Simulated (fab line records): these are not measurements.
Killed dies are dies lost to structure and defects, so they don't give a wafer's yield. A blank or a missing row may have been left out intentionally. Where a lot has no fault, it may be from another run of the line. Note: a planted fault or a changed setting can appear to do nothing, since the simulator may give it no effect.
Chamber matching | flow nand_harc | pecvd-01 running NHARC_A_STAIRCASE_DEP_325: 3 sister chambers
The step deposits SiO2, target thk 3800 nm. 6 wafers are shown with their chamber, then 11 later ones without.

== WAFERS PAIRED WITH THEIR CHAMBERS ==
wafer  | chamber | heater_power_w (W)
L087.1 | 1       | 784
L087.4 | 2       | 609
L089.1 | 1       | 824
L089.2 | 0       | 562
L089.5 | 0       | 462
L091.1 | 2       | 712

== WAFERS MISSING THEIR CHAMBER ==
wafer  | heater_power_w (W)
L091.4 | 446
L091.6 | 659
L094.1 | 497
L094.2 | 641
L094.3 | 831
L094.4 | 605
L094.5 | 464
L094.6 | 661
L096.1 | 744
L096.2 | 597
L096.5 | 605

== CHAMBER TAKEN BY EACH ==
wafer  | from the rows above     | in truth
L091.4 | 0                       | 0
L091.6 | 2                       | 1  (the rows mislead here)
L094.1 | 0                       | 0
L094.2 | can't be placed: 2 or 0 | 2
L094.3 | 1                       | 1
L094.4 | can't be placed: 2 or 0 | 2
L094.5 | 0                       | 0
L094.6 | 2                       | 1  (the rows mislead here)
L096.1 | can't be placed: 1 or 2 | 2
L096.2 | can't be placed: 2 or 0 | 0
L096.5 | can't be placed: 2 or 0 | 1
Correct placement for 4 of the 11. Unplaceable from these rows: 5, with the true chamber sitting among the candidates in 4. Wrongly placed: 2.
How it was worked out, from the rows above alone: a wafer's distance from a chamber is the root of the sum, over the readings, of the square of ((its reading less the chamber's mean) divided by the reading's scatter). The wafer belongs to the nearest chamber; if the next one is less than 2 further off, it can't be placed. The mean given for a chamber averages the wafers shown for that chamber. The scatter: the root of (the sum of the squares of (reading less its chamber's mean) over the shown wafers, divided by (wafers less chambers)).
